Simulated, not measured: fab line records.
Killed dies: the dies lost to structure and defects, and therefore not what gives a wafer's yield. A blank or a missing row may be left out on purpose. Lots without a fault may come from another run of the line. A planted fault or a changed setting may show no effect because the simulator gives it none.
Code-filled problem report in 8D (eight disciplines) form ; flow nandHarc ; the parts of the form that need people (team, actions taken, sign-off) are left out

## 1. WHAT IS WRONG
NHARC_A_M0_ETCH_15, runLengthS: mean 96.0 s over 1 wafer from 1 lot; wafers with no fault: 104.0 s, standard deviation 0.36. That puts it -22 standard deviations away from the usual mean.
The step: etches the open film in C4F8/Ar, target depth 150 nm, overetch 15 nm, time 82.5 s.
Seen first at day 30 11:08 on rieDiel-03, wafer L419.2. The record has a number at this step for 39 wafers belonging to 13 lots. Rule for "out", or "out of limits": more than 4 standard deviations from the usual mean. The rest of the wafers with a number are treated as sound.

## 2. WHAT IT IS, AND WHAT IT ISN'T
question;is;is not
which readings at this step;runLengthS;oesProductAu, rfVppV
which lots;L419;L401, L402, L403, L404, L406, L407, L408, L409, L410, L411, L413, L424
which wafers of those lots;L419.2;L419.3, L419.4
read on which tools;rieDiel-03;rieDiel-07, rieDiel-08
when;from day 30 11:08;"up to then (35 sound wafers); but 3 sound wafers of L424 came after"

## 3. SUSPECTS, AND WHAT RULES EACH OUT
Counting: a tool at a process step up to the reading stays a suspect if it ran every lot that is out. Sound lots after the first of them don't rule it out here, since some wafers of a struck lot are sound.
- rieDiel-03 at NHARC_A_M0_ETCH_15 (etches the open film in C4F8/Ar, target depth 150 nm, overetch 15 nm, time 82.5 s): kept. The lot that is out, L419, ran on it at day 30 11:08; the last sound lot it ran before that was L413, at day 27 09:59. Its own readings are out on those wafers: runLengthS.
- rieDiel-03, NHARC_A_M0_ETCH_15: wafers that are out in chamber 0, sound lot-mates in chambers 2, 3.
Remaining after the count: rieDiel-03 at NHARC_A_M0_ETCH_15.

## 4. THE CAUSE (what the simulator had put in)
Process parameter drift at NHARC_A_M0_ETCH_15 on rieDiel-03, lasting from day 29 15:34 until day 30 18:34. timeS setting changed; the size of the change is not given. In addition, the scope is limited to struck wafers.
The count eliminated every tool but this one.

## 5. THE EFFECT CHAIN, in route order
Each row: a reading where the mean over the struck wafers with a number is more than 3 standard deviations away from the usual. Only readings for which the record gives a usual standard deviation are gone through. hours: the time from each lot's start at the first step in this table that gives one to its start at this step, as a median over the lots. sigmas: the change in usual standard deviations.
hours;step;reading;usual;on struck wafers;change;sigmas
0;NHARC_A_M0_ETCH_15;runLengthS;104.0 s;96.0;-8.0;-22
The process steps in it:
- NHARC_A_M0_ETCH_15: etches the open film in C4F8/Ar, target depth 150 nm, overetch 15 nm, time 82.5 s.

## 6. HOW IT WOULD HAVE BEEN CAUGHT EARLIER
In this record the first reading out of limits was taken at day 30 11:08, 20 hours after the fault began at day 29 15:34.
